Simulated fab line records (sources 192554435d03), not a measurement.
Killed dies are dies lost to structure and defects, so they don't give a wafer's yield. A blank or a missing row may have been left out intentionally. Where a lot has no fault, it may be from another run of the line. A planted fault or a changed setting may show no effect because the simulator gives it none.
What tool caused it? :: flow n5-finfet :: 10 lots with 26 wafers sampled at 6 steps, on a route of 1938 steps

== WHAT EACH GAUGE READ, for each wafer ==
N5_PMOS_HMC_CHANNEL_EPI_THK_MEAS_22. Usual: HMC_CMP_THK gives 54.1 nm (standard deviation 1.2).
lot: L818
measured: day 2 07:32
on: film-metro-01
HMC_CMP_THK (nm): 54.8 55.3
flag: 

lot: L819
measured: day 2 13:56
on: film-metro-02
HMC_CMP_THK (nm): 54.6 53.4 51.7
flag: 

lot: L820
measured: day 2 19:45
on: film-metro-02
HMC_CMP_THK (nm): 54.4 54.7 54.9
flag: 

lot: L821
measured: day 3 01:59
on: film-metro-01
HMC_CMP_THK (nm): 54.0 55.0 55.5
flag: 

lot: L822
measured: day 3 08:13
on: film-metro-02
HMC_CMP_THK (nm): 51.2 55.4 53.9
flag: 

lot: L824
measured: day 3 19:59
on: film-metro-01
HMC_CMP_THK (nm): 53.2 54.2 53.9
flag: 

lot: L832
measured: day 5 19:39
on: film-metro-01
HMC_CMP_THK (nm): 53.6 53.7 53.8
flag: 

lot: L835
measured: day 6 13:37
on: film-metro-01
HMC_CMP_THK (nm): 53.3 54.6
flag: 

lot: L836
measured: day 6 20:11
on: film-metro-01
HMC_CMP_THK (nm): 52.2 54.1
flag: 

lot: L839
measured: day 7 13:56
on: film-metro-01
HMC_CMP_THK (nm): 54.7 52.7
flag: 

N5_FIN_SAQP_THK_MEAS_07. Usual: thk-nm reads 60.5 nm (standard deviation 0.87).
lot: L818
measured: day 2 09:01
on: film-metro-01
thk-nm (nm): 59.6 60.2
flag: 

lot: L819
measured: day 2 15:17
on: film-metro-02
thk-nm (nm): 60.3 62.0 61.3
flag: 

lot: L820
measured: day 2 21:06
on: film-metro-01
thk-nm (nm): 59.6 61.2 61.5
flag: 

lot: L821
measured: day 3 03:44
on: film-metro-01
thk-nm (nm): 60.2 61.5 58.8
flag: 

lot: L822
measured: day 3 09:48
on: film-metro-01
thk-nm (nm): 59.2 60.1 60.8
flag: 

lot: L824
measured: day 3 21:35
on: film-metro-01
thk-nm (nm): 59.6 61.4 60.7
flag: 

lot: L832
measured: day 5 21:12
on: film-metro-01
thk-nm (nm): 59.7 54.8 60.8
flag: 

lot: L835
measured: day 6 15:08
on: film-metro-01
thk-nm (nm): 60.8 61.7
flag: 

lot: L836
measured: day 6 21:36
on: film-metro-01
thk-nm (nm): 58.8 59.5
flag: 

lot: L839
measured: day 7 16:32
on: film-metro-02
thk-nm (nm): 59.3 61.1
flag: 

N5_BEOL_M4_RC_MEAS_101. Usual: DIBL_N 36.1 mV/V, standard deviation 2; DIBL_P 36.3 mV/V, standard deviation 2.5; IOFF_N 0.16 nA/um, standard deviation 0.037; IOFF_P 0.21 nA/um, standard deviation 0.039; ION_N 678 uA/um, standard deviation 15; ION_P 465 uA/um, standard deviation 8.7; SS_N 71.4 mV/dec, standard deviation 0.7; SS_P 73.3 mV/dec, standard deviation 0.74; VT_N 249 mV, standard deviation 3.6; VT_P -250.0 mV, standard deviation 2.9.
lot: L818
measured: day 8 23:31
on: prober-01
DIBL_N (mV/V): 35.7 37.6
DIBL_P (mV/V): 35.4 37.8
IOFF_N (nA/um): 0.14 0.18
IOFF_P (nA/um): 0.17 0.22
ION_N (uA/um): 675 674
ION_P (uA/um): 457 460
SS_N (mV/dec): 70.6 72.1
SS_P (mV/dec): 73.0 74.7
VT_N (mV): 254 249
VT_P (mV): -255.2 -249.7
flag: 

lot: L819
measured: day 8 13:13
on: prober-02
DIBL_N (mV/V): 33.3 36.9 33.6
DIBL_P (mV/V): 30.4 35.9 30.2
IOFF_N (nA/um): 0.09 0.14 0.09
IOFF_P (nA/um): 0.15 0.21 0.14
ION_N (uA/um): 643 684 642
ION_P (uA/um): 452 470 443
SS_N (mV/dec): 70.6 71.0 70.6
SS_P (mV/dec): 72.3 72.7 71.8
VT_N (mV): 257 250 258
VT_P (mV): -252.8 -250.1 -255.9
flag: 

lot: L820
measured: day 9 03:50
on: prober-01
DIBL_N (mV/V): 37.2 39.2 38.7
DIBL_P (mV/V): 35.6 36.4 36.8
IOFF_N (nA/um): 0.17 0.20 0.18
IOFF_P (nA/um): 0.23 0.25 0.26
ION_N (uA/um): 688 681 688
ION_P (uA/um): 472 459 473
SS_N (mV/dec): 71.7 72.3 72.6
SS_P (mV/dec): 74.1 73.8 73.2
VT_N (mV): 249 247 249
VT_P (mV): -251.1 -249.6 -251.2
flag: 

lot: L821
measured: day 9 06:07
on: prober-02
DIBL_N (mV/V): 36.2 34.6 37.3
DIBL_P (mV/V): 37.4 35.8 39.0
IOFF_N (nA/um): 0.16 0.13 0.19
IOFF_P (nA/um): 0.21 0.18 0.23
ION_N (uA/um): 679 671 688
ION_P (uA/um): 463 466 467
SS_N (mV/dec): 71.7 71.1 72.2
SS_P (mV/dec): 73.2 72.5 74.0
VT_N (mV): 249 256 250
VT_P (mV): -253.5 -253.8 -251.7
flag: 

lot: L822
measured: day 9 06:28
on: prober-01
DIBL_N (mV/V): 34.8 34.5 38.4
DIBL_P (mV/V): 35.2 35.1 40.7
IOFF_N (nA/um): 0.14 0.13 0.21
IOFF_P (nA/um): 0.18 0.17 0.27
ION_N (uA/um): 687 670 687
ION_P (uA/um): 470 459 472
SS_N (mV/dec): 71.5 71.3 72.4
SS_P (mV/dec): 72.7 73.1 74.3
VT_N (mV): 251 251 244
VT_P (mV): -250.1 -251.9 -245.6
flag: 

lot: L824
measured: day 10 17:14
on: prober-02
DIBL_N (mV/V): 38.9 35.9 36.7
DIBL_P (mV/V): 40.1 37.6 38.4
IOFF_N (nA/um): 0.20 0.15 0.16
IOFF_P (nA/um): 0.21 0.18 0.19
ION_N (uA/um): 675 673 670
ION_P (uA/um): 456 453 452
SS_N (mV/dec): 72.3 71.5 72.0
SS_P (mV/dec): 73.5 72.7 72.8
VT_N (mV): 250 252 252
VT_P (mV): -253.0 -254.6 -253.3
flag: 

lot: L832
measured: day 12 19:57
on: prober-02
DIBL_N (mV/V): 32.4 35.0 32.9
DIBL_P (mV/V): 32.2 36.2 34.0
IOFF_N (nA/um): 0.11 0.15 0.13
IOFF_P (nA/um): 0.13 0.18 0.16
ION_N (uA/um): 660 670 675
ION_P (uA/um): 448 458 461
SS_N (mV/dec): 70.8 71.6 70.4
SS_P (mV/dec): 71.7 73.5 71.8
VT_N (mV): 252 250 248
VT_P (mV): -256.9 -254.3 -254.9
flag: 

lot: L835
measured: day 13 20:16
on: prober-02
DIBL_N (mV/V): 34.5 34.3
DIBL_P (mV/V): 35.3 35.2
IOFF_N (nA/um): 0.15 0.13
IOFF_P (nA/um): 0.20 0.19
ION_N (uA/um): 690 660
ION_P (uA/um): 476 453
SS_N (mV/dec): 71.0 70.8
SS_P (mV/dec): 72.5 72.5
VT_N (mV): 249 252
VT_P (mV): -250.5 -249.1
flag: 

lot: L836
measured: day 14 06:56
on: prober-02
DIBL_N (mV/V): 35.6 33.9
DIBL_P (mV/V): 35.0 33.2
IOFF_N (nA/um): 0.15 0.13
IOFF_P (nA/um): 0.20 0.20
ION_N (uA/um): 675 679
ION_P (uA/um): 466 471
SS_N (mV/dec): 71.8 70.7
SS_P (mV/dec): 73.3 73.0
VT_N (mV): 250 252
VT_P (mV): -247.7 -248.3
flag: 

lot: L839
measured: day 14 01:16
on: prober-02
DIBL_N (mV/V): 34.2 36.9
DIBL_P (mV/V): 34.1 37.5
IOFF_N (nA/um): 0.13 0.16
IOFF_P (nA/um): 0.18 0.23
ION_N (uA/um): 676 672
ION_P (uA/um): 466 468
SS_N (mV/dec): 70.1 71.6
SS_P (mV/dec): 73.3 74.1
VT_N (mV): 251 251
VT_P (mV): -251.3 -249.1
flag: 

== TOOL THAT RAN EACH LOT (tool first, then ch and the chambers of the sampled wafers, then the start) ==
lot: L818
N5_PMOS_HMC_CHANNEL_EPI_DESCUM_14: rie-diel-03 ch 1,3, day 2 05:16
N5_FIN_SAQP_PECVD_48: pecvd-02 ch 0,2, day 2 08:53
N5_FIN_SAQP_PECVD_06: pecvd-02 ch 0,2, day 2 08:55

lot: L819
N5_PMOS_HMC_CHANNEL_EPI_DESCUM_14: rie-diel-03 ch 0,2,3, day 2 11:41
N5_FIN_SAQP_PECVD_48: pecvd-03 ch 0,1,2, day 2 15:09
N5_FIN_SAQP_PECVD_06: pecvd-03 ch 0,1,2, day 2 15:11

lot: L820
N5_PMOS_HMC_CHANNEL_EPI_DESCUM_14: rie-diel-01 ch 0,2,3, day 2 17:29
N5_FIN_SAQP_PECVD_48: pecvd-03 ch 1,2, day 2 20:58
N5_FIN_SAQP_PECVD_06: pecvd-03 ch 1,2, day 2 21:01

lot: L821
N5_PMOS_HMC_CHANNEL_EPI_DESCUM_14: rie-diel-03 ch 1,3, day 2 23:16
N5_FIN_SAQP_PECVD_48: pecvd-01 ch 0,2, day 3 03:22
N5_FIN_SAQP_PECVD_06: pecvd-01 ch 0,2, day 3 03:24

lot: L822
N5_PMOS_HMC_CHANNEL_EPI_DESCUM_14: rie-diel-01 ch 0,2,3, day 3 05:58
N5_FIN_SAQP_PECVD_48: pecvd-03 ch 0,1, day 3 09:40
N5_FIN_SAQP_PECVD_06: pecvd-03 ch 0,1, day 3 09:43

lot: L824
N5_PMOS_HMC_CHANNEL_EPI_DESCUM_14: rie-diel-02 ch 1,3, day 3 17:44
N5_FIN_SAQP_PECVD_48: pecvd-03 ch 1,2, day 3 21:28
N5_FIN_SAQP_PECVD_06: pecvd-03 ch 1,2, day 3 21:30

lot: L832
N5_PMOS_HMC_CHANNEL_EPI_DESCUM_14: rie-diel-01 ch 2,3, day 5 17:23
N5_FIN_SAQP_PECVD_48: pecvd-03 ch 0,1,2, day 5 21:04
N5_FIN_SAQP_PECVD_06: pecvd-03 ch 0,1,2, day 5 21:07

lot: L835
N5_PMOS_HMC_CHANNEL_EPI_DESCUM_14: rie-diel-01 ch 0,1, day 6 11:21
N5_FIN_SAQP_PECVD_48: pecvd-01 ch 0,1, day 6 14:58
N5_FIN_SAQP_PECVD_06: pecvd-01 ch 0,1, day 6 15:01

lot: L836
N5_PMOS_HMC_CHANNEL_EPI_DESCUM_14: rie-diel-03 ch 1,2, day 6 17:31
N5_FIN_SAQP_PECVD_48: pecvd-02 ch 2, day 6 21:28
N5_FIN_SAQP_PECVD_06: pecvd-02 ch 2, day 6 21:31

lot: L839
N5_PMOS_HMC_CHANNEL_EPI_DESCUM_14: rie-diel-01 ch 3, day 7 11:16
N5_FIN_SAQP_PECVD_48: pecvd-01 ch 1,2, day 7 16:25
N5_FIN_SAQP_PECVD_06: pecvd-01 ch 1,2, day 7 16:27
- N5_PMOS_HMC_CHANNEL_EPI_DESCUM_14: chemistry O2, time 7.9 s.
- N5_FIN_SAQP_PECVD_48: deposits SiNx from SiH4/NH3/N2, target thk 25 nm, time 22.1 s.
- N5_FIN_SAQP_PECVD_06: deposits a-Si from SiH4/He, target thk 60 nm, time 48.1 s.

== AS READ BY THE TOOLS THEMSELVES (means over the sampled wafers that have a number; for cases with no such wafer, the mark the record gives instead) ==
N5_PMOS_HMC_CHANNEL_EPI_DESCUM_14. Usual: drypump-motor-current-A 6.0 A, standard deviation 0.36; o2-flow-sccm 225.0 sccm, standard deviation 0.65; oes-product-au 0.76 a.u., standard deviation 0.077; rf-vpp-V 243.4 V, standard deviation 1.3; showerhead-plenum-p-Torr 2.10 Torr, standard deviation 0.06; throttle-valve-pct 20.41 %, standard deviation 0.19.
lot: L818
tool: rie-diel-03
drypump-motor-current-A (A): 6.1
o2-flow-sccm (sccm): 224.1
oes-product-au (a.u.): 0.70
rf-vpp-V (V): 243.7
showerhead-plenum-p-Torr (Torr): 2.12
throttle-valve-pct (%): 20.44
flag: 

lot: L819
tool: rie-diel-03
drypump-motor-current-A (A): 6.1
o2-flow-sccm (sccm): 225.2
oes-product-au (a.u.): 0.77
rf-vpp-V (V): 243.4
showerhead-plenum-p-Torr (Torr): 2.14
throttle-valve-pct (%): 20.43
flag: 

lot: L820
tool: rie-diel-01
drypump-motor-current-A (A): 6.0
o2-flow-sccm (sccm): 225.3
oes-product-au (a.u.): 0.73
rf-vpp-V (V): 244.3
showerhead-plenum-p-Torr (Torr): 2.12
throttle-valve-pct (%): 20.34
flag: 

lot: L821
tool: rie-diel-03
drypump-motor-current-A (A): 6.0
o2-flow-sccm (sccm): 224.8
oes-product-au (a.u.): 0.71
rf-vpp-V (V): 244.0
showerhead-plenum-p-Torr (Torr): 2.10
throttle-valve-pct (%): 20.45
flag: 

lot: L822
tool: rie-diel-01
drypump-motor-current-A (A): 6.0
o2-flow-sccm (sccm): 224.6
oes-product-au (a.u.): 0.74
rf-vpp-V (V): 243.5
showerhead-plenum-p-Torr (Torr): 2.12
throttle-valve-pct (%): 20.33
flag: 

lot: L824
tool: rie-diel-02
drypump-motor-current-A (A): 5.8
o2-flow-sccm (sccm): 224.8
oes-product-au (a.u.): 0.78
rf-vpp-V (V): 242.0
showerhead-plenum-p-Torr (Torr): 2.02
throttle-valve-pct (%): 20.61
flag: 

lot: L832
tool: rie-diel-01
drypump-motor-current-A (A): 5.9
o2-flow-sccm (sccm): 225.4
oes-product-au (a.u.): 0.74
rf-vpp-V (V): 244.2
showerhead-plenum-p-Torr (Torr): 2.10
throttle-valve-pct (%): 20.37
flag: 

lot: L835
tool: rie-diel-01
drypump-motor-current-A (A): 6.2
o2-flow-sccm (sccm): 225.2
oes-product-au (a.u.): 0.82
rf-vpp-V (V): 243.2
showerhead-plenum-p-Torr (Torr): 2.08
throttle-valve-pct (%): 20.41
flag: 

lot: L836
tool: rie-diel-03
drypump-motor-current-A (A): 6.2
o2-flow-sccm (sccm): 224.3
oes-product-au (a.u.): 0.70
rf-vpp-V (V): 242.1
showerhead-plenum-p-Torr (Torr): 2.08
throttle-valve-pct (%): 20.51
flag: 

lot: L839
tool: rie-diel-01
drypump-motor-current-A (A): 5.8
o2-flow-sccm (sccm): 224.9
oes-product-au (a.u.): 0.72
rf-vpp-V (V): 243.2
showerhead-plenum-p-Torr (Torr): 2.06
throttle-valve-pct (%): 20.31
flag: 

N5_FIN_SAQP_PECVD_48. Usual: chamber-pressure-Torr 1.500 Torr, standard deviation 0.0034; heater-power-w 784 W, standard deviation 80; showerhead-plenum-p-Torr 5.17 Torr, standard deviation 0.076; throttle-valve-pct 39.1 %, standard deviation 1.3.
lot: L818
tool: pecvd-02
chamber-pressure-Torr (Torr): 1.500
heater-power-w (W): 776
showerhead-plenum-p-Torr (Torr): 5.15
throttle-valve-pct (%): 38.6
flag: 

lot: L819
tool: pecvd-03
chamber-pressure-Torr (Torr): 1.499
heater-power-w (W): 736
showerhead-plenum-p-Torr (Torr): 5.09
throttle-valve-pct (%): 40.3
flag: 

lot: L820
tool: pecvd-03
chamber-pressure-Torr (Torr): 1.505
heater-power-w (W): 753
showerhead-plenum-p-Torr (Torr): 5.05
throttle-valve-pct (%): 41.0
flag: 

lot: L821
tool: pecvd-01
chamber-pressure-Torr (Torr): 1.499
heater-power-w (W): 809
showerhead-plenum-p-Torr (Torr): 5.22
throttle-valve-pct (%): 37.8
flag: 

lot: L822
tool: pecvd-03
chamber-pressure-Torr (Torr): 1.498
heater-power-w (W): 742
showerhead-plenum-p-Torr (Torr): 5.04
throttle-valve-pct (%): 40.5
flag: 

lot: L824
tool: pecvd-03
chamber-pressure-Torr (Torr): 1.506
heater-power-w (W): 773
showerhead-plenum-p-Torr (Torr): 5.05
throttle-valve-pct (%): 41.0
flag: 

lot: L832
tool: pecvd-03
chamber-pressure-Torr (Torr): 1.498
heater-power-w (W): 703
showerhead-plenum-p-Torr (Torr): 5.09
throttle-valve-pct (%): 40.2
flag: 

lot: L835
tool: pecvd-01
chamber-pressure-Torr (Torr): 1.500
heater-power-w (W): 813
showerhead-plenum-p-Torr (Torr): 5.25
throttle-valve-pct (%): 37.8
flag: 

lot: L836
tool: pecvd-02
chamber-pressure-Torr (Torr): 1.503
heater-power-w (W): 726
showerhead-plenum-p-Torr (Torr): 5.17
throttle-valve-pct (%): 38.5
flag: 

lot: L839
tool: pecvd-01
chamber-pressure-Torr (Torr): 1.498
heater-power-w (W): 840
showerhead-plenum-p-Torr (Torr): 5.21
throttle-valve-pct (%): 38.4
flag: 

N5_FIN_SAQP_PECVD_06. Usual: chamber-pressure-Torr 2.999 Torr, standard deviation 0.0067; heater-power-w 857 W, standard deviation 74; showerhead-plenum-p-Torr 5.69 Torr, standard deviation 0.057; throttle-valve-pct 17.9 %, standard deviation 0.57.
lot: L818
tool: pecvd-02
chamber-pressure-Torr (Torr): 3.003
heater-power-w (W): 860
showerhead-plenum-p-Torr (Torr): 5.68
throttle-valve-pct (%): 17.8
flag: 

lot: L819
tool: pecvd-03
chamber-pressure-Torr (Torr): 2.994
heater-power-w (W): 809
showerhead-plenum-p-Torr (Torr): 5.61
throttle-valve-pct (%): 18.2
flag: 

lot: L820
tool: pecvd-03
chamber-pressure-Torr (Torr): 3.003
heater-power-w (W): 781
showerhead-plenum-p-Torr (Torr): 5.60
throttle-valve-pct (%): 18.8
flag: 

lot: L821
tool: pecvd-01
chamber-pressure-Torr (Torr): 3.001
heater-power-w (W): 799
showerhead-plenum-p-Torr (Torr): 5.73
throttle-valve-pct (%): 17.3
flag: 

lot: L822
tool: pecvd-03
chamber-pressure-Torr (Torr): 2.999
heater-power-w (W): 785
showerhead-plenum-p-Torr (Torr): 5.59
throttle-valve-pct (%): 18.6
flag: 

lot: L824
tool: pecvd-03
chamber-pressure-Torr (Torr): 2.996
heater-power-w (W): 816
showerhead-plenum-p-Torr (Torr): 5.59
throttle-valve-pct (%): 18.8
flag: 

lot: L832
tool: pecvd-03
chamber-pressure-Torr (Torr): 2.996
heater-power-w (W): 834
showerhead-plenum-p-Torr (Torr): 5.62
throttle-valve-pct (%): 18.5
flag: 

lot: L835
tool: pecvd-01
chamber-pressure-Torr (Torr): 2.998
heater-power-w (W): 906
showerhead-plenum-p-Torr (Torr): 5.75
throttle-valve-pct (%): 17.2
flag: 

lot: L836
tool: pecvd-02
chamber-pressure-Torr (Torr): 3.009
heater-power-w (W): 816
showerhead-plenum-p-Torr (Torr): 5.69
throttle-valve-pct (%): 17.7
flag: 

lot: L839
tool: pecvd-01
chamber-pressure-Torr (Torr): 2.992
heater-power-w (W): 872
showerhead-plenum-p-Torr (Torr): 5.72
throttle-valve-pct (%): 17.6
flag: 

== THE ANSWER, worked out from the rows above alone ==
Rule: a lot counts as off when the mean over its wafers that have a number is more than 3 standard deviations away from the usual mean. Also off: a lot with no number at a reading for which 4 or more lots have one. Where the step has rows for the other lots, those lots are counted as sound. First the gauges in route order, then the tools' own readings, where a lot's mean is used as printed above. At the first step where some lot is off, the reading lying furthest off is the one used; lots without a number count as furthest.
No lot is off on any of the readings shown, so nothing can be concluded from this.

== WHAT HAD BEEN PUT IN BY THE SIMULATOR ==
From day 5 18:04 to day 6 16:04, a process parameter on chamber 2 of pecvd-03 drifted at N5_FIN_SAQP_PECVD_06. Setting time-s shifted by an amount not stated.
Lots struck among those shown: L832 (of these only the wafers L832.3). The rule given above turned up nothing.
